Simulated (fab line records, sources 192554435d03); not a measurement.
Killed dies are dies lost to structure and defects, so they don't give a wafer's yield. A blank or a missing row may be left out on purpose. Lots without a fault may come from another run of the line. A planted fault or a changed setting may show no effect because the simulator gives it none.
Split-lot experiment | flow n5_finfet | 7 lots, 21 wafers read, on a route of 1938 steps

THE SPLIT
At N5_BEOL_M2_ETCH_69 (etches SiARC in CF4, target depth 15.6 nm, time 26 s), the setting bias_w was moved away from the recipe's 36 W on 6 of the 21 wafers read, by -8.1% to +15.8%. The other wafers ran this setting at the recipe's value.

The reading is taken at the split's own step.

THE READING
rf_vpp_V, in V, at N5_BEOL_M2_ETCH_69 (etches SiARC in CF4, target depth 15.6 nm, time 26 s). Fault-free wafers of this fab line usually give 183.9 V, standard deviation 1.3 V.

wafer  | tool, chamber at the split | bias_w as run, W | against the recipe | rf_vpp_V, V | against lot-mates on the recipe
L076.1 | rie_diel-03, 3             | 36               | recipe             | 182.5       | -
L076.2 | rie_diel-03, 2             | 41.69            | +15.8%             | 202.3       | +19.8
L076.5 | rie_diel-03, 1             | 41.69            | +15.8%             | 201.1       | +18.6
L078.1 | rie_diel-05, 2             | 36               | recipe             | 182.7       | -
L078.3 | rie_diel-05, 1             | 36               | recipe             | 183.3       | -
L078.6 | rie_diel-05, 3             | 36               | recipe             | 186.8       | -
L081.1 | rie_diel-04, 0             | 36               | recipe             | 186.5       | -
L081.4 | rie_diel-04, 1             | 36               | recipe             | 183.5       | -
L081.5 | rie_diel-04, 1             | 36               | recipe             | 183.9       | -
L086.1 | rie_diel-03, 0             | 36               | recipe             | 186.0       | -
L086.3 | rie_diel-03, 1             | 33.07            | -8.1%              | 172.7       | -13.3
L086.6 | rie_diel-03, 0             | 33.07            | -8.1%              | 176.7       | -9.3
L093.1 | rie_diel-03, 0             | 40.45            | +12.4%             | 198.8       | +15.7
L093.5 | rie_diel-03, 1             | 36               | recipe             | 183.1       | -
L093.6 | rie_diel-03, 0             | 40.45            | +12.4%             | 199.5       | +16.4
L094.1 | rie_diel-05, 2             | 36               | recipe             | 184.1       | -
L094.2 | rie_diel-05, 1             | 36               | recipe             | 185.1       | -
L094.6 | rie_diel-05, 3             | 36               | recipe             | 185.1       | -
L095.2 | rie_diel-04, 1             | 36               | recipe             | 183.6       | -
L095.3 | rie_diel-04, 2             | 36               | recipe             | 183.6       | -
L095.4 | rie_diel-04, 0             | 36               | recipe             | 183.8       | -

THE FIT
A straight line over all 21 wafers: rf_vpp_V changes by +1.15 V for each +1% of bias_w; r = +0.98; the points scatter about the line by 1.4 V.
The same after taking each lot's own level away (the mean of its wafers on the recipe; 21 wafers): +1.27 V for each +1%; r = +0.99; scatter 1.2 V.
On that fit, the largest move of bias_w shifts the reading by 20 V.
The lots' own levels span 182.50 to 186.00 V, that is 2.7 times the standard deviation above.
So the lot-to-lot level changes the slope little: the two slopes agree.
Check: with one of the wafers moved furthest among these (+15.8%) left out of the fit, the line predicts +20 V for it against its lot-mates. It came out at +19.8 V against them.
Tool readings at the split's step, against how far the setting was moved: rf_vpp_V r = +0.98.

OTHER SPLITS ON THESE WAFERS
These wafers also went through other splits before the reading. Each is held against what the fit with the lots' levels taken away leaves over:
other split on the same wafers       | wafers away from the commonest value | r with rf_vpp_V (lot level and that fit taken away)
N5_MOL_CONTACT_COAG_COAT_75 spin_rpm | 6                                    | +0.00
N5_BEOL_M0_SAQP_PEB_12 peb_time_s    | 6                                    | -0.07
N5_BEOL_M0_SAQP_ETCH_84 time_s       | 6                                    | -0.11
N5_BEOL_M0_ETCH_109 bias_w           | 4                                    | +0.00
N5_BEOL_M1_TRENCH_ETCH_37 source_w   | 5                                    | -0.04

THE FILE'S OWN FIT
rf_vpp_V changes by +1.27 V for each +1% of bias_w, r = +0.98.
